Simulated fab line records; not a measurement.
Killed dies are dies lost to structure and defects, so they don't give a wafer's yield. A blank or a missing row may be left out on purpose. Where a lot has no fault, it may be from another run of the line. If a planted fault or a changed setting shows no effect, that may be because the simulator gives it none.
Chamber matching -- flow n5_finfet -- 4 sister chambers for N5_SD_EPI_N_ETCH_45 on rie_diel-01
The step etches SiOCN in CH3F/O2, target depth 6 nm. 8 wafers are shown with their chamber, then 10 later ones without.

## WAFERS WITH THEIR CHAMBER
wafer,chamber,showerhead_plenum_p_Torr (Torr),drypump_motor_current_A (A)
L077.5,1,2.13,5.8
L079.1,3,1.92,5.0
L081.2,1,2.12,5.8
L084.6,3,1.92,5.1
L088.1,2,1.99,5.1
L088.6,0,2.07,6.3
L089.1,2,1.99,5.1
L089.2,0,2.07,6.3

## WAFERS WITH NO CHAMBER GIVEN
wafer,showerhead_plenum_p_Torr (Torr),drypump_motor_current_A (A)
L089.6,2.07,6.2
L091.1,2.06,6.2
L091.4,1.91,5.0
L091.5,1.99,5.1
L092.1,2.12,5.8
L092.3,1.91,5.0
L092.5,2.06,6.2
L093.3,1.99,5.2
L093.4,2.11,5.8
L093.6,2.11,5.8

## THE CHAMBER EACH PASSED THROUGH
wafer,from the rows above,in truth
L089.6,0,0
L091.1,0,0
L091.4,3,3
L091.5,2,2
L092.1,1,1
L092.3,3,3
L092.5,0,0
L093.3,2,2
L093.4,1,1
L093.6,1,1
Correctly placed: 10 of 10. Not placeable from these rows: 0. 0 placed wrongly.
How it was worked out, from the rows above alone: a wafer's distance from a chamber is the root of the sum, over the readings, of the square of ((its reading less the chamber's mean) divided by the reading's scatter). The wafer belongs to the nearest chamber; if the next one is less than 2 further off, it can't be placed. Each chamber's mean is taken over the wafers shown for it. How the scatter is found: for the shown wafers, subtract from each reading the mean of its chamber, square and add these, divide the total by (wafers less chambers), then take the root.
